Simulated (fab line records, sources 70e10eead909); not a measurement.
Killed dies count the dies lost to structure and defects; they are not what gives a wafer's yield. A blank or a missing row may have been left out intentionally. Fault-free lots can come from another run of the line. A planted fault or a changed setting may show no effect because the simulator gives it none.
Which of the tools did it? ; flow nand-harc ; 6 lots, 18 wafers sampled, at 4 steps of a route of 1302

WHAT THE GAUGES SHOWED, per wafer
NHARC_A_M1_CD_MEAS_09: the cd target is 120 nm.
lot;measured;on;cd-nm (nm)
L859;day 25 06:08;cd-sem-03;119.8 119.9 120.3
L861;day 25 15:22;cd-sem-01;119.9 120.8 120.5
L867;day 27 02:14;cd-sem-03;121.2 120.1 120.1
L868;day 27 21:44;cd-sem-03;120.4 119.7 120.1
L877;day 31 14:50;cd-sem-02;131.5 131.4 131.3
L878;day 31 22:19;cd-sem-02;120.1 120.6 120.4

TOOL THAT RAN EACH LOT (tool first, then ch and the chambers of the sampled wafers, then the start)
lot;NHARC_A_M0_ANNEAL_30;NHARC_A_M0_PRE_CLEAN_31;NHARC_A_M1_EXPOSE_06
L859;rtp-anneal-01 ch 0, day 25 03:58;pecvd-01 ch 0,1,2, day 25 04:49;arfi-scanner-02 ch 0, day 25 06:00
L861;rtp-anneal-01 ch 0, day 25 13:16;pecvd-04 ch 0,2, day 25 14:02;arfi-scanner-02 ch 0, day 25 15:13
L867;rtp-anneal-01 ch 0, day 27 00:02;pecvd-03 ch 0,1, day 27 00:55;arfi-scanner-03 ch 0, day 27 02:06
L868;rtp-anneal-01 ch 0, day 27 19:39;pecvd-01 ch 0,1, day 27 20:32;arfi-scanner-01 ch 0, day 27 21:35
L877;rtp-anneal-02 ch 0, day 31 12:37;pecvd-04 ch 0,1,2, day 31 13:31;arfi-scanner-03 ch 0, day 31 14:42
L878;rtp-anneal-02 ch 0, day 31 20:12;pecvd-04 ch 0,1, day 31 20:59;arfi-scanner-01 ch 0, day 31 22:11
- NHARC_A_M0_ANNEAL_30: time 90 s.
- NHARC_A_M0_PRE_CLEAN_31: time 12 s.
- NHARC_A_M1_EXPOSE_06: exposes mask A M1, target cd 120 nm.

THE ANSWER, worked out from the rows above alone
Rule: the lots themselves supply what counts as usual. Put in order of their means at a reading, lots are off if they are a third of the lots or fewer, leave a main group of 4 or more, and stand apart from it by a gap of 3 or more times the standard deviation of the main group's means; of several such gaps the widest counts. Not used: any main group whose means are identical at the precision the tables above print for the reading. A lot without any number at a reading at which 4 lots or more have one is off too. Where the step has rows for the other lots, those lots are counted as sound.
Off at NHARC_A_M1_CD_MEAS_09 (cd-nm): L877. Main group: mean 120.3 nm, sd 0.19.
If a tool, at a process step before that reading, ran all the lots that are off and no sound lot after the first of them, it fits. Gauges at NHARC_A_M1_CD_MEAS_09: tried the same way as those tools. One fits: arfi-scanner-03 at NHARC_A_M1_EXPOSE_06. A fault onset in the window from L867 (day 27 02:06, its last sound lot) to L877 (day 31 14:42, its first lot off) fits.

WHAT WAS PUT IN BY THE SIMULATOR
Drift in process parameters on arfi-scanner-03 at NHARC_A_M1_EXPOSE_06, starting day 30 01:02. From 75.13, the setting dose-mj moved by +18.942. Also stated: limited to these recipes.
Shown lots that were struck: L877. The rule above found the same.
